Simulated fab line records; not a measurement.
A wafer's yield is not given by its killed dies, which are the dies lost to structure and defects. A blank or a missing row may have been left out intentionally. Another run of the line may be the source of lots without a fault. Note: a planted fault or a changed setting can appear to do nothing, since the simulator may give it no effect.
fab line records | flow n5Finfet
[record] lots = 7 | wafers = 39
route steps=1938 shown WELL_APT@55 STI_FIN_REVEAL@190 DUMMY_GATE@246 HKMG_FIN@395 GATE_CUT@501
startH: the number of hours between the record's first day and the start of the first shown wafer of the lot | waitH: how many hours have passed since the lot's step before this one | " same as the row above | L1.1+2: one row covering several wafers at once | - no value, or no start given | * or withheld: withheld | < > ~ a bound
route shown NAME@n: NAME is a module with steps in the file, n the number in the route of the first one | usual: mean/standard deviation taken from wafers without a fault | same: alike in all rows | chamber/n: place in a boat | sites: per-site readings | _std_site: their standard deviation | _edge_site: the outer-site mean with the inner-site mean subtracted | radiusMm: for every site, how far away it sits from the centre of the wafer | mask NAME#n: copy n | behind: the tool/chamber that last shaped the wafer | hold: reason for holding the lot/hours on hold/outcome of the hold | device: whichever transistor did not switch (one of n, p or np) | end of line: the same wafers' tests at the end of the route | for a step that has no rows: nothing shown but its recipe | killed: dies lost to structure and defects at the first sort, not the wafer's yield | map: a wafer's dies, marking killed ones x, the rest . and places with no die _
set.NAME: the setting the step ran with; set.NAME@STEP: the setting that earlier step ran with | model.NAME: the simulator's own value behind a step, which no gauge read
lots whose settings were changed on purpose; a table a step, a row a wafer
[[steps]]
[step N5_WELL_APT_EPI_41]
[recipe] material = Si | targetThkA = 500 | tempC = 650 | precursor = SiH4/H2 | pressureTorr = 20 | timeS = 297.7
lot.wafer | tool        | chamber | startH | waitH | set.timeS | model.Si_of_WELL_APT_EPI_41.thkNm
L074.1    | epiRpcvd-03 | 0       | 16.02  | 0.0   | 290.1     | 49.2
L074.2    | "           | 0       | "      | "     | 297.7     | 50.19
L074.3    | "           | 0       | "      | "     | 297.7     | 50.44
L074.4    | "           | 0       | "      | "     | 297.7     | 50.43
L074.5    | "           | 0       | "      | "     | 290.1     | 48.6
L074.6    | "           | 0       | "      | "     | 290.1     | 49.04
L075.1    | epiRpcvd-03 | 0       | 22.16  | 0.0   | 297.7     | 49.85
L075.2    | "           | 0       | "      | "     | 297.7     | 49.06
L075.3    | "           | 0       | "      | "     | 297.7     | 49.23
L076.1    | epiRpcvd-03 | 0       | 28.60  | 0.0   | 297.7     | 48.83
L076.2    | "           | 0       | "      | "     | 297.7     | 48.95
L076.3    | "           | 0       | "      | "     | 317.2     | 52.26
L076.4    | "           | 0       | "      | "     | 297.7     | 49.03
L076.5    | "           | 0       | "      | "     | 317.2     | 52.25
L076.6    | "           | 0       | "      | "     | 317.2     | 52.1
L078.1    | epiRpcvd-01 | 0       | 39.97  | 0.0   | 297.7     | 49.6
L078.2    | "           | 0       | "      | "     | 297.7     | 49.34
L078.3    | "           | 0       | "      | "     | 297.7     | 49.95
L078.4    | "           | 0       | "      | "     | 297.7     | 50.09
L078.5    | "           | 0       | "      | "     | 297.7     | 50.02
L078.6    | "           | 0       | "      | "     | 297.7     | 49.59
L085.1    | epiRpcvd-01 | 0       | 82.58  | 0.1   | 297.7     | 49.67
L085.2    | "           | 0       | "      | "     | 283.2     | 47.05
L085.3    | "           | 0       | "      | "     | 297.7     | 49.1
L085.4    | "           | 0       | "      | "     | 283.2     | 47.09
L085.5    | "           | 0       | "      | "     | 283.2     | 47.26
L085.6    | "           | 0       | "      | "     | 297.7     | 49.31
L092.1    | epiRpcvd-03 | 0       | 124.44 | 0.0   | 297.7     | 49.76
L092.2    | "           | 0       | "      | "     | 297.7     | 49.59
L092.3    | "           | 0       | "      | "     | 297.7     | 49.6
L092.4    | "           | 0       | "      | "     | 297.7     | 50.19
L092.5    | "           | 0       | "      | "     | 297.7     | 49.54
L092.6    | "           | 0       | "      | "     | 297.7     | 49.27
L095.1    | epiRpcvd-02 | 0       | 142.38 | 0.0   | 316.3     | 53.88
L095.2    | "           | 0       | "      | "     | 316.3     | 53.39
L095.3    | "           | 0       | "      | "     | 297.7     | 50.31
L095.4    | "           | 0       | "      | "     | 316.3     | 53.67
L095.5    | "           | 0       | "      | "     | 297.7     | 50.48
L095.6    | "           | 0       | "      | "     | 297.7     | 50.45
[step N5_STI_FIN_REVEAL_ETCHBACK_08]
[recipe] chemistry = C4F6/O2 | target = SiO2 | targetDepthA = 305 | timeS = 10.167 | ionEnergyEv = 250 | pressureMtorr = 30 | sourceW = 345 | biasW = 185 | Ar_flow_sccm = 300 | C4F6_flow_sccm = 10 | O2_flow_sccm = 10
lot.wafer        | tool       | chamber     | startH | waitH | set.targetDepthA
L074.1+3+4       | rieDiel-02 | 2,0,3       | 35.16  | 0.2   | 305
L074.2+5+6       | "          | 1,1,0       | "      | "     | 340.5
L075.1+2+3       | rieDiel-06 | 1,0,3       | 39.54  | 0.2   | 305
L076.1+4+6       | rieDiel-05 | 1,2,0       | 45.64  | 0.2   | 305
L076.2+3+5       | "          | 2,0,1       | "      | "     | 343.6
L078.1+3+5       | rieDiel-05 | 3,0,1       | 58.06  | 0.5   | 331
L078.2+4+6       | "          | 2,1,2       | "      | "     | 305
L085.1+3+5       | rieDiel-02 | 1,0,1       | 105.41 | 0.2   | 341.3
L085.2+4+6       | "          | 2,3,0       | "      | "     | 305
L092.1+2+3+4+5+6 | rieDiel-05 | 2,0,3,1,0,1 | 142.23 | 0.2   | 305
L095.1+3+4       | rieDiel-05 | 1,0,3       | 161.24 | 0.2   | 288.2
L095.2+5+6       | "          | 2,1,0       | "      | "     | 305
[step N5_STI_FIN_REVEAL_STRIP_24]
[recipe] chemistry = N2/H2 | timeS = 90 | powerW = 100 | tempC = 40 | pressureMtorr = 100 | rfFrequencyHz = 6e+07 | biasPowerW = 3 | n2FlowSccm = 300 | h2FlowSccm = 300
[step N5_STI_FIN_REVEAL_PRECLEAN_25]
[recipe] chemistry = SPM | timeS = 90 | tempC = 120 | mix = 4:1
[step N5_STI_FIN_REVEAL_SRD_23]
[recipe] dry = ipaMarangoni | timeS = 30 | tempC = 23 | rinseLiquid = diw
[step N5_STI_FIN_REVEAL_FIN_H_MEAS_10]
[usual] trenchDepthNm = 51.4/0.9
lot.wafer | tool   | chamber | startH | waitH | set.targetDepthA@STI_FIN_REVEAL_ETCHBACK_08 | trenchDepthNm
L074.1    | ocd-02 | -       | 39.72  | 0.0   | 305                                         | 52.1
L074.2    | "      | -       | "      | "     | 340.5                                       | 55.8
L074.3    | "      | -       | "      | "     | 305                                         | 52.2
L074.4    | "      | -       | "      | "     | 305                                         | 50.4
L074.5    | "      | -       | "      | "     | 340.5                                       | 55.3
L074.6    | "      | -       | "      | "     | 340.5                                       | 54.8
L075.1    | ocd-02 | -       | 42.48  | 0.0   | 305                                         | 52.3
L075.2    | "      | -       | "      | "     | 305                                         | 51.3
L075.3    | "      | -       | "      | "     | 305                                         | 51.5
L076.1    | ocd-01 | -       | 48.59  | 0.0   | 305                                         | 50.5
L076.2    | "      | -       | "      | "     | 343.6                                       | 55.3
L076.3    | "      | -       | "      | "     | 343.6                                       | 55.9
L076.4    | "      | -       | "      | "     | 305                                         | 51.0
L076.5    | "      | -       | "      | "     | 343.6                                       | 53.8
L076.6    | "      | -       | "      | "     | 305                                         | 52.0
L078.1    | ocd-02 | -       | 61.02  | 0.0   | 331                                         | 53.7
L078.2    | "      | -       | "      | "     | 305                                         | 49.5
L078.3    | "      | -       | "      | "     | 331                                         | 53.4
L078.4    | "      | -       | "      | "     | 305                                         | 49.5
L078.5    | "      | -       | "      | "     | 331                                         | 52.2
L078.6    | "      | -       | "      | "     | 305                                         | 49.8
L085.1    | ocd-02 | -       | 108.38 | 0.0   | 341.3                                       | 56.4
L085.2    | "      | -       | "      | "     | 305                                         | 52.3
L085.3    | "      | -       | "      | "     | 341.3                                       | 55.3
L085.4    | "      | -       | "      | "     | 305                                         | 51.0
L085.5    | "      | -       | "      | "     | 341.3                                       | 55.9
L085.6    | "      | -       | "      | "     | 305                                         | 51.9
L092.1    | ocd-01 | -       | 145.18 | 0.0   | 305                                         | 52.3
L092.2    | "      | -       | "      | "     | 305                                         | 53.2
L092.3    | "      | -       | "      | "     | 305                                         | 52.8
L092.4    | "      | -       | "      | "     | 305                                         | 51.0
L092.5    | "      | -       | "      | "     | 305                                         | 52.9
L092.6    | "      | -       | "      | "     | 305                                         | 50.6
L095.1    | ocd-02 | -       | 164.23 | 0.0   | 288.2                                       | 48.8
L095.2    | "      | -       | "      | "     | 305                                         | 51.1
L095.3    | "      | -       | "      | "     | 288.2                                       | 50.1
L095.4    | "      | -       | "      | "     | 288.2                                       | 50.1
L095.5    | "      | -       | "      | "     | 305                                         | 50.6
L095.6    | "      | -       | "      | "     | 305                                         | 51.1
[step N5_DUMMY_GATE_ETCH_32]
[recipe] chemistry = CF4 | target = SiO2 | targetDepthA = 35 | timeS = 3.9 | ionEnergyEv = 350 | pressureMtorr = 10 | icpW = 800 | biasW = 400 | cf4FlowSccm = 80
lot.wafer | tool     | chamber | startH | waitH | set.timeS | model.etch.depthNm
L074.1    | rieSi-06 | 3       | 51.48  | 0.1   | 3.9       | 3.586
L074.2    | "        | 0       | "      | "     | 2.998     | 2.54
L074.3    | "        | 2       | "      | "     | 3.9       | 3.562
L074.4    | "        | 1       | "      | "     | 2.998     | 2.677
L074.5    | "        | 3       | "      | "     | 2.998     | 2.75
L074.6    | "        | 0       | "      | "     | 3.9       | 3.311
L075.1    | rieSi-04 | 2       | 57.58  | 0.1   | 3.9       | 3.796
L075.2    | "        | 0       | "      | "     | 3.9       | 3.452
L075.3    | "        | 3       | "      | "     | 3.9       | 3.362
L076.1    | rieSi-06 | 1       | 67.13  | 0.1   | 3.9       | 3.473
L076.2    | "        | 3       | "      | "     | 3.9       | 3.589
L076.3    | "        | 2       | "      | "     | 3.9       | 3.577
L076.4    | "        | 0       | "      | "     | 3.9       | 3.276
L076.5    | "        | 0       | "      | "     | 3.9       | 3.281
L076.6    | "        | 1       | "      | "     | 3.9       | 3.501
L078.1    | rieSi-06 | 2       | 74.91  | 0.1   | 2.979     | 2.725
L078.2    | "        | 1       | "      | "     | 3.9       | 3.452
L078.3+6  | "        | 0       | "      | "     | 2.979     | 2.507
L078.4    | "        | 3       | "      | "     | 3.9       | 3.56
L078.5    | "        | 3       | "      | "     | 3.9       | 3.556
L085.1    | rieSi-04 | 2       | 117.91 | 0.1   | 3.369     | 3.238
L085.2    | "        | 1       | "      | "     | 3.9       | 3.393
L085.3    | "        | 3       | "      | "     | 3.9       | 3.339
L085.4    | "        | 0       | "      | "     | 3.9       | 3.433
L085.5    | "        | 2       | "      | "     | 3.369     | 3.248
L085.6    | "        | 3       | "      | "     | 3.369     | 2.896
L092.1+5  | rieSi-05 | 1       | 154.64 | 0.1   | 3.9       | 3.455
L092.2    | "        | 2       | "      | "     | 3.9       | 3.656
L092.3    | "        | 3       | "      | "     | 3.9       | 3.44
L092.4    | "        | 0       | "      | "     | 3.9       | 3.527
L092.6    | "        | 0       | "      | "     | 3.9       | 3.518
L095.1    | rieSi-05 | 0       | 174.98 | 0.1   | 3.9       | 3.587
L095.2    | "        | 3       | "      | "     | 3.375     | 3.034
L095.3    | "        | 1       | "      | "     | 3.9       | 3.474
L095.4    | "        | 2       | "      | "     | 3.375     | 3.195
L095.5    | "        | 3       | "      | "     | 3.375     | 3.042
L095.6    | "        | 2       | "      | "     | 3.9       | 3.698
[step N5_HKMG_FIN_EXPOSE_46]
[recipe] maskId = NDIPOLE | na = 1.35 | sourceShape = conventional | sigmaOuter = 0.8 | polarization = unpolarized | doseMj = 40
lot.wafer  | tool           | chamber | startH | waitH | mask      | set.doseMj
L074.1+2+3 | arfiScanner-03 | 0       | 76.13  | -     | NDIPOLE#0 | 42.24
L074.4+5+6 | "              | 0       | "      | "     | NDIPOLE#0 | 40
L075.1+2+3 | arfiScanner-01 | 0       | 82.49  | -     | NDIPOLE#0 | 40
L076.1+2+4 | arfiScanner-01 | 0       | 90.93  | -     | NDIPOLE#0 | 40
L076.3+5+6 | "              | 0       | "      | "     | NDIPOLE#0 | 37.51
L078.1+2+5 | arfiScanner-01 | 0       | 101.16 | -     | NDIPOLE#0 | 40
L078.3+4+6 | "              | 0       | "      | "     | NDIPOLE#0 | 43.15
L085.1+3+4 | arfiScanner-01 | 0       | 144.73 | -     | NDIPOLE#0 | 37.7
L085.2+5+6 | "              | 0       | "      | "     | NDIPOLE#0 | 40
L092.1+5+6 | arfiScanner-03 | 0       | 179.77 | -     | NDIPOLE#0 | 38.19
L092.2+3+4 | "              | 0       | "      | "     | NDIPOLE#0 | 40
L095.1+2+3 | arfiScanner-02 | 0       | 199.72 | -     | NDIPOLE#0 | 38.98
L095.4+5+6 | "              | 0       | "      | "     | NDIPOLE#0 | 40
[step N5_HKMG_FIN_PEB_47]
[recipe] pebTempC = withheld | pebTimeS = 60 | resist = CAR-ArF
[step N5_HKMG_FIN_DEVELOP_48]
[recipe] developTimeS = 30 | developer = TMAH | resist = CAR-ArF | rinseLiquid = diw | dry = airSpin | devTempC = 23
[step N5_HKMG_FIN_CD_MEAS_49]
[recipe] targetCdNm = 202 | landingEnergyEv = 500 | detector = seInlens | polarity = opening
[usual] cdNm = 202.1/0.9
lot.wafer | tool     | chamber | startH | waitH | set.doseMj@HKMG_FIN_EXPOSE_46 | cdNm
L074.1    | cdSem-02 | 0       | 76.26  | -     | 42.24                         | 206.3
L074.2    | "        | 0       | "      | "     | 42.24                         | 206.3
L074.3    | "        | 0       | "      | "     | 42.24                         | 205.3
L074.4    | "        | 0       | "      | "     | 40                            | 202.7
L074.5    | "        | 0       | "      | "     | 40                            | 202.4
L074.6    | "        | 0       | "      | "     | 40                            | 202.5
L075.1    | cdSem-01 | 0       | 82.62  | -     | 40                            | 200.9
L075.2    | "        | 0       | "      | "     | 40                            | 201.0
L075.3    | "        | 0       | "      | "     | 40                            | 201.3
L076.1    | cdSem-02 | 0       | 91.06  | -     | 40                            | 201.2
L076.2    | "        | 0       | "      | "     | 40                            | 201.9
L076.3    | "        | 0       | "      | "     | 37.51                         | 197.8
L076.4    | "        | 0       | "      | "     | 40                            | 201.6
L076.5    | "        | 0       | "      | "     | 37.51                         | 198.1
L076.6    | "        | 0       | "      | "     | 37.51                         | 199.5
L078.1    | cdSem-01 | 0       | 101.28 | -     | 40                            | 203.9
L078.2    | "        | 0       | "      | "     | 40                            | 201.4
L078.3    | "        | 0       | "      | "     | 43.15                         | 206.9
L078.4    | "        | 0       | "      | "     | 43.15                         | 207.9
L078.5    | "        | 0       | "      | "     | 40                            | 203.2
L078.6    | "        | 0       | "      | "     | 43.15                         | 207.3
L085.1    | cdSem-01 | 0       | 144.85 | -     | 37.7                          | 199.0
L085.2    | "        | 0       | "      | "     | 40                            | 201.8
L085.3    | "        | 0       | "      | "     | 37.7                          | 199.2
L085.4    | "        | 0       | "      | "     | 37.7                          | 198.3
L085.5    | "        | 0       | "      | "     | 40                            | 201.4
L085.6    | "        | 0       | "      | "     | 40                            | 201.4
L092.1    | cdSem-02 | 0       | 179.89 | -     | 38.19                         | 200.5
L092.2    | "        | 0       | "      | "     | 40                            | 202.0
L092.3    | "        | 0       | "      | "     | 40                            | 204.4
L092.4    | "        | 0       | "      | "     | 40                            | 203.4
L092.5    | "        | 0       | "      | "     | 38.19                         | 199.3
L092.6    | "        | 0       | "      | "     | 38.19                         | 199.6
L095.1    | cdSem-02 | 0       | 199.85 | -     | 38.98                         | 199.9
L095.2    | "        | 0       | "      | "     | 38.98                         | 200.6
L095.3    | "        | 0       | "      | "     | 38.98                         | 200.2
L095.4    | "        | 0       | "      | "     | 40                            | 201.8
L095.5    | "        | 0       | "      | "     | 40                            | 202.4
L095.6    | "        | 0       | "      | "     | 40                            | 201.3
[step N5_HKMG_FIN_EXPOSE_09]
[recipe] maskId = NWFM | na = 1.35 | sourceShape = conventional | sigmaOuter = 0.8 | polarization = unpolarized | doseMj = 39.25
lot.wafer        | tool           | chamber | startH | waitH | mask   | set.doseMj
L074.1+2+3+4+5+6 | arfiScanner-03 | 0       | 79.51  | -     | NWFM#0 | 39.25
L075.1+2+3       | arfiScanner-02 | 0       | 85.92  | -     | NWFM#0 | 39.25
L076.1+2+6       | arfiScanner-03 | 0       | 94.30  | -     | NWFM#0 | 36.15
L076.3+4+5       | "              | 0       | "      | "     | NWFM#0 | 39.25
L078.1+3+4       | arfiScanner-03 | 0       | 104.50 | -     | NWFM#0 | 40.44
L078.2+5+6       | "              | 0       | "      | "     | NWFM#0 | 39.25
L085.1+2+6       | arfiScanner-02 | 0       | 148.11 | -     | NWFM#0 | 39.25
L085.3+4+5       | "              | 0       | "      | "     | NWFM#0 | 41.7
L092.1+3+4       | arfiScanner-02 | 0       | 183.46 | -     | NWFM#0 | 39.25
L092.2+5+6       | "              | 0       | "      | "     | NWFM#0 | 42.22
L095.1+3+5       | arfiScanner-01 | 0       | 203.12 | -     | NWFM#0 | 38.01
L095.2+4+6       | "              | 0       | "      | "     | NWFM#0 | 39.25
[step N5_HKMG_FIN_PEB_10]
[recipe] pebTempC = withheld | pebTimeS = 60 | resist = CAR-ArF
[step N5_HKMG_FIN_DEVELOP_11]
[recipe] developTimeS = 30 | developer = TMAH | resist = CAR-ArF | devTempC = 23 | rinseLiquid = diw | dry = airSpin
[step N5_HKMG_FIN_CD_MEAS_12]
[recipe] targetCdNm = 92.8 | landingEnergyEv = 500 | detector = seInlens
[usual] cdNm = 93.0/1
lot.wafer | tool     | chamber | startH | waitH | set.doseMj@HKMG_FIN_EXPOSE_09 | cdNm
L074.1    | cdSem-01 | 0       | 79.63  | -     | 39.25                         | 91.6
L074.2    | "        | 0       | "      | "     | 39.25                         | 93.4
L074.3    | "        | 0       | "      | "     | 39.25                         | 93.0
L074.4    | "        | 0       | "      | "     | 39.25                         | 92.3
L074.5    | "        | 0       | "      | "     | 39.25                         | 92.6
L074.6    | "        | 0       | "      | "     | 39.25                         | 93.2
L075.1    | cdSem-02 | 0       | 86.05  | -     | 39.25                         | 92.1
L075.2    | "        | 0       | "      | "     | 39.25                         | 93.9
L075.3    | "        | 0       | "      | "     | 39.25                         | 92.5
L076.1    | cdSem-01 | 0       | 94.42  | -     | 36.15                         | 88.8
L076.2    | "        | 0       | "      | "     | 36.15                         | 88.2
L076.3    | "        | 0       | "      | "     | 39.25                         | 93.9
L076.4    | "        | 0       | "      | "     | 39.25                         | 94.5
L076.5    | "        | 0       | "      | "     | 39.25                         | 94.5
L076.6    | "        | 0       | "      | "     | 36.15                         | 88.8
L078.1    | cdSem-02 | 0       | 104.62 | -     | 40.44                         | 95.4
L078.2    | "        | 0       | "      | "     | 39.25                         | 92.6
L078.3    | "        | 0       | "      | "     | 40.44                         | 93.4
L078.4    | "        | 0       | "      | "     | 40.44                         | 95.5
L078.5    | "        | 0       | "      | "     | 39.25                         | 92.3
L078.6    | "        | 0       | "      | "     | 39.25                         | 92.2
L085.1    | cdSem-02 | 0       | 148.23 | -     | 39.25                         | 93.3
L085.2    | "        | 0       | "      | "     | 39.25                         | 93.9
L085.3    | "        | 0       | "      | "     | 41.7                          | 97.5
L085.4    | "        | 0       | "      | "     | 41.7                          | 97.5
L085.5    | "        | 0       | "      | "     | 41.7                          | 98.6
L085.6    | "        | 0       | "      | "     | 39.25                         | 93.1
L092.1    | cdSem-01 | 0       | 183.58 | -     | 39.25                         | 93.8
L092.2    | "        | 0       | "      | "     | 42.22                         | 98.5
L092.3    | "        | 0       | "      | "     | 39.25                         | 93.6
L092.4    | "        | 0       | "      | "     | 39.25                         | 92.4
L092.5    | "        | 0       | "      | "     | 42.22                         | 98.0
L092.6    | "        | 0       | "      | "     | 42.22                         | 98.4
L095.1    | cdSem-02 | 0       | 203.25 | -     | 38.01                         | 91.8
L095.2    | "        | 0       | "      | "     | 39.25                         | 93.1
L095.3    | "        | 0       | "      | "     | 38.01                         | 91.1
L095.4    | "        | 0       | "      | "     | 39.25                         | 92.4
L095.5    | "        | 0       | "      | "     | 38.01                         | 92.0
L095.6    | "        | 0       | "      | "     | 39.25                         | 93.8
[step N5_GATE_CUT_CUT_ETCH_54]
[recipe] chemistry = Cl2/BCl3 | target = TiN | maskMaterial = SiO2 | targetDepthA = 967 | pressureMtorr = 10 | icpW = 1000 | biasW = 126 | Cl2_flow_sccm = 53.25 | bcl3FlowSccm = 21.75 | Ar_flow_sccm = 25 | ends = cleared
[usual] etchRfOnTimeS = 37.0/0.95
lot.wafer | tool        | chamber | startH | waitH | set.icpW | etchRfOnTimeS
L074.1    | rieMetal-03 | 1       | 88.52  | 0.0   | 1000     | 36.4
L074.2    | "           | 0       | "      | "     | 1000     | 36.9
L074.3    | "           | 0       | "      | "     | 1064     | 34.9
L074.4    | "           | 1       | "      | "     | 1064     | 34.1
L074.5    | "           | 0       | "      | "     | 1064     | 34.9
L074.6    | "           | 1       | "      | "     | 1000     | 36.6
L075.1    | rieMetal-01 | 0       | 94.84  | 0.0   | 1000     | 36.5
L075.2    | "           | 1       | "      | "     | 1000     | 37.8
L075.3    | "           | 1       | "      | "     | 1000     | 38.0
L076.1    | rieMetal-01 | 1       | 104.56 | 0.0   | 1153     | 33.5
L076.2    | "           | 0       | "      | "     | 1000     | 37.4
L076.3    | "           | 1       | "      | "     | 1153     | 33.4
L076.4    | "           | 0       | "      | "     | 1000     | 37.0
L076.5    | "           | 0       | "      | "     | 1153     | 33.0
L076.6    | "           | 1       | "      | "     | 1000     | 37.8
L078.1    | rieMetal-01 | 0       | 113.68 | 0.0   | 1090     | 34.8
L078.2    | "           | 1       | "      | "     | 1000     | 38.3
L078.3    | "           | 0       | "      | "     | 1000     | 37.8
L078.4    | "           | 1       | "      | "     | 1090     | 35.4
L078.5    | "           | 1       | "      | "     | 1000     | 38.1
L078.6    | "           | 0       | "      | "     | 1090     | 34.9
L085.1    | rieMetal-03 | 1       | 157.07 | 0.0   | 1000     | 36.3
L085.2    | "           | 0       | "      | "     | 830.4    | 43.0
L085.3    | "           | 0       | "      | "     | 1000     | 36.7
L085.4    | "           | 1       | "      | "     | 830.4    | 42.9
L085.5    | "           | 0       | "      | "     | 830.4    | 43.2
L085.6    | "           | 1       | "      | "     | 1000     | 36.3
L092.1    | rieMetal-03 | 1       | 192.67 | 0.0   | 1000     | 36.3
L092.2    | "           | 0       | "      | "     | 1000     | 36.5
L092.3    | "           | 0       | "      | "     | 1000     | 36.4
L092.4    | "           | 1       | "      | "     | 1000     | 36.6
L092.5    | "           | 1       | "      | "     | 1000     | 36.7
L092.6    | "           | 0       | "      | "     | 1000     | 36.5
L095.1    | rieMetal-03 | 0       | 212.31 | 0.0   | 1000     | 36.9
L095.2    | "           | 1       | "      | "     | 811.3    | 44.4
L095.3    | "           | 0       | "      | "     | 1000     | 36.8
L095.4    | "           | 1       | "      | "     | 811.3    | 44.2
L095.5    | "           | 1       | "      | "     | 811.3    | 44.6
L095.6    | "           | 0       | "      | "     | 1000     | 36.9
[[key]]
[split] step = N5_WELL_APT_EPI_41 | setting = timeS | stated = 297.7 | by = wafer
[response] step = N5_WELL_APT_EPI_41 | reading = model.Si_of_WELL_APT_EPI_41.thkNm | change = +0.5 | per = 1% | r = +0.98
[split] step = N5_STI_FIN_REVEAL_ETCHBACK_08 | setting = targetDepthA | stated = 305 | by = wafer
[response] step = N5_STI_FIN_REVEAL_FIN_H_MEAS_10 | reading = trenchDepthNm | change = +0.331 | per = 1% | r = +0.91
[split] step = N5_DUMMY_GATE_ETCH_32 | setting = timeS | stated = 3.9 | by = wafer
[response] step = N5_DUMMY_GATE_ETCH_32 | reading = model.etch.depthNm | change = +0.0354 | per = 1% | r = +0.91
[split] step = N5_HKMG_FIN_EXPOSE_46 | setting = doseMj | stated = 40 | by = wafer
[response] step = N5_HKMG_FIN_CD_MEAS_49 | reading = cdNm | change = +0.569 | per = 1% | r = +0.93
[split] step = N5_HKMG_FIN_EXPOSE_09 | setting = doseMj | stated = 39.25 | by = wafer
[response] step = N5_HKMG_FIN_CD_MEAS_12 | reading = cdNm | change = +0.692 | per = 1% | r = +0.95
[split] step = N5_GATE_CUT_CUT_ETCH_54 | setting = icpW | stated = 1000 | by = wafer
[response] step = N5_GATE_CUT_CUT_ETCH_54 | reading = etchRfOnTimeS | change = * | per = 1% | r = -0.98
